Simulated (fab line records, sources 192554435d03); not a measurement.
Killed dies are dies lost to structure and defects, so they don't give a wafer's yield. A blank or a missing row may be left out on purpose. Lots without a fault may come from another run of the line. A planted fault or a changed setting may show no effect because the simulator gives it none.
A struck lot beside a sound one | flow n5_finfet | 39 steps out of a route of 1938
Sound: wafers L923.2, L923.3, L923.4. Struck: wafers L913.2, L913.5, L913.6. The cause comes at the end.
At each step with rows: each side's tool, then ch and its chambers, then its first start. Under that, the readings that differ: sound wafers | struck wafers | difference of the means | sigmas: that difference in standard deviations of wafers without a fault.
alike: readings whose means differ by less than 2 such deviations, and words and numbers that are the same on both sides. not compared: withheld readings, readings that some wafer has no value for, bounds like >300 that may hide the same value, and numbers for which the record gives no deviation and whose values overlap.
The two part at a step that has a row with sigmas, a row that says differs or no value, or rows on one side only. Numbers that don't overlap but have no deviation are shown without sigmas and don't part them. A reading that every wafer of one side lacks parts them only if that side has two wafers or more.

first, 9 steps without rows for these wafers: N5_HKMG_FIN_DESCUM_17 (chemistry O2, time 7.9 s); N5_HKMG_FIN_ETCH_31 (etches SiARC in CF4, target depth 45.5 nm, time 75.8 s); N5_HKMG_FIN_ETCH_32 (etches SOC in N2/H2, target depth 240 nm, time 300 s); N5_HKMG_FIN_STRIP_33 (strips in N2/H2); N5_HKMG_FIN_STRIP_34 (strips in CF4); N5_HKMG_FIN_ETCH_35 (etches SOC in N2/H2, target depth 215.8 nm, time 243.4 s); N5_HKMG_FIN_STRIP_92 (strips SOC in N2/H2, time 20 s); N5_HKMG_FIN_WET_ETCH_18 (etches TiN in SC1, time 55 s, target depth 5.2 nm, rinse time 30 s); N5_HKMG_FIN_STRIP_19 (strips in N2/H2, time 360 s).
N5_HKMG_FIN_ALD_91: deposits TiN, target thk 1 nm, pulse time 1 s, purge time 3 s.
  sound on ald_metal-02 ch 0,2,3, day 8 21:46; struck on ald_metal-02 ch 1,2, day 6 10:20
  no value came back on the struck wafers for any of 6 readings (ald_cycles, chamber_pressure_Torr (Torr) and others); on the sound wafers ald_cycles reads 47 47 47
then, 27 steps without rows for these wafers: N5_HKMG_FIN_COAT_85 (time 60 s, resist thk 300 nm); N5_HKMG_FIN_ETCH_86 (etches SOC in N2/H2, stops on TiN, target depth 393.2 nm); N5_HKMG_FIN_STRIP_89 (strips SOC in N2/H2, time 20 s); N5_HKMG_FIN_WET_ETCH_87 (etches TiN in SC1, time 154.2 s, target depth 4.7 nm, rinse time 30 s); N5_HKMG_FIN_STRIP_88 (strips in N2/H2, time 360 s); N5_HKMG_FIN_NWFM_ALD_20 (deposits TiAlC, target thk 2 nm, pulse time 3 s, purge time 2 s); N5_HKMG_FIN_ALD_71 (deposits TiN, target thk 1 nm, pulse time 1 s, purge time 3 s); N5_HKMG_FIN_COAT_66 (time 60 s, resist thk 300 nm); N5_HKMG_FIN_ETCH_67 (etches SOC in N2/H2, stops on TiN, target depth 388.9 nm); N5_HKMG_FIN_STRIP_90 (strips SOC in N2/H2, time 20 s); N5_HKMG_FIN_WET_ETCH_73 (etches the open film in SC1, time 42.3 s, target depth 1.3 nm, rinse time 30 s); N5_HKMG_FIN_ETCHBACK_68 (etches the open film in Cl2/Ar, stops on HfO2, target depth 0.5 nm); N5_HKMG_FIN_STRIP_69 (strips in N2/H2, time 360 s); N5_HKMG_FIN_ALD_21 (deposits TiN, target thk 1.5 nm, pulse time 1 s, purge time 3 s); N5_HKMG_FIN_ALD_72 (deposits W, target thk 2 nm, pulse time 1 s, purge time 2 s); N5_HKMG_FIN_W_FILL_22 (material W, target thk 60 nm, time 18.2 s); N5_HKMG_FIN_PRECLEAN_83 (cleans in DIW, time 57.5 s); N5_HKMG_FIN_SRD_84 (dry time 32 s); N5_HKMG_FIN_CMP_23 (polishes, stops on SiNx, t overpolish 10 s, target thk 46.326 nm); N5_HKMG_FIN_CMP_94 (polishes, stops on SiNx, t overpolish 4.7 s, target thk 43.299 nm); N5_GATE_CUT_ETCHBACK_00 (etches W in SF6/Cl2); N5_GATE_CUT_ETCH_56 (etches TiN in Cl2/Ar, target depth 21.6 nm); N5_GATE_CUT_ETCHBACK_30 (etches TiN in Cl2/Ar, target depth 3 nm); N5_GATE_CUT_VAPOR_ETCH_60 (etches HfO2 in BCl3/Cl2); N5_GATE_CUT_ETCH_58 (etches SiNx in CH3F/O2, target depth 17 nm, time 128.6 s); N5_GATE_CUT_STRIP_59 (strips in N2/H2, time 20 s); N5_GATE_CUT_PRECLEAN_31 (cleans in DIW, time 300 s).
-- the record jumps here: 4 days lie between the struck wafers' starts before and after (it left off in module GATE_CUT and takes up again in module BEOL_M4, whose first step shown is number 1111 of the route) --
N5_BEOL_M4_RC_MEAS_101:
  sound on prober-02 ch 0, day 12 21:59; struck on prober-01 ch 0, day 10 15:08
  reading             | sound                      | struck                       | difference | sigmas
  IGATE_N (nA/um)     | 0.0127 0.0152 0.0147       | 0.0945 0.1029 0.0781         | +0.0776    | +43
  IOFF_N (nA/um)      | 0.129 0.141 0.161          | 24.228 28.390 22.043         | +24.743    | +99 or more
  IOFF_N_85C (nA/um)  | 2.6 2.9 3.1                | 208.6 236.6 193.6            | +210.1     | +99 or more
  IOFF_N_LIN (nA/um)  | 0.063 0.068 0.076          | 11.354 13.098 10.403         | +11.549    | +99 or more
  IOFF_N_LONG (nA/um) | 5.45e-05 5.48e-05 5.34e-05 | 0.0084505 0.008432 0.0083074 | +0.0083424 | +99 or more
  IOFF_P (nA/um)      | 0.20 0.21 0.24             | 0.04 0.05 0.04               | -0.17      | -6
  IOFF_P_85C (nA/um)  | 3.4 3.5 4.0                | 0.9 1.0 0.9                  | -2.7       | -6
  IOFF_P_LIN (nA/um)  | 0.095 0.097 0.108          | 0.020 0.022 0.020            | -0.079     | -7
  IOFF_P_LONG (nA/um) | 0.000111 0.000109 0.000111 | 5.3e-05 4.8e-05 5.4e-05      | -5.9e-05   | -6
  ION_N (uA/um)       | 669 676 677                | 939 965 922                  | +268       | +24
  ION_P (uA/um)       | 464 466 468                | 388 400 392                  | -73        | -10
  VT_N (mV)           | 256 252 250                | 105 101 107                  | -148       | -49
  VT_N_LONG (mV)      | 276.2 275.2 273.7          | 129.4 129.3 130.4            | -145.3     | -66
  VT_N_LVT (mV)       | 101 99 98                  | -46 -49 -44                  | -146       | -47
  VT_P (mV)           | -252 -253 -252             | -297 -293 -293               | -42        | -13
  VT_P_LONG (mV)      | -273 -272 -272             | -318 -319 -318               | -46        | -14
  VT_P_LVT (mV)       | -98 -96 -95                | -145 -143 -144               | -48        | -15
  alike: DIBL_N, DIBL_P, SS_N, SS_P
-- the record jumps here: 4 days lie between the struck wafers' starts before and after (it left off in module BEOL_M4 and takes up again in module PASSIVATION, whose first step shown is number 1936 of the route) --
N5_PASSIVATION_PROBE_49:
  sound on prober-02, day 16 21:57; struck on prober-02, day 14 19:19
  reading                | sound          | struck            | difference | sigmas
  sort_bin_4_leakage (%) | 0 0 0          | 89.32 88.98 90.25 | +89.52     |
  sort_bin_8_speed (%)   | 0 0 0          | 0 0 0.08          | +0         | +2
  sort_n_pass            | 1063 1094 1098 | 0 0 0             | -1085      | -54
  sort_yield_pct (%)     | 90.1 92.7 93.1 | 0 0 0             | -92        | -54
  alike: defect_limited_yield, killed_at_M0_to_M3, killed_at_M4_up, killed_at_contacts, killed_at_front_end, killed_at_other, killed_dies, killed_open, killed_short, sort_bin_5_function, sort_bin_6_memory

WHERE THEY PART
First at N5_HKMG_FIN_ALD_91; last, within this record, at N5_PASSIVATION_PROBE_49.

WHY: what the simulator had put in
Skipped step whole: ald_metal-02, from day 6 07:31 on, at N5_HKMG_FIN_ALD_91. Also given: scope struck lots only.
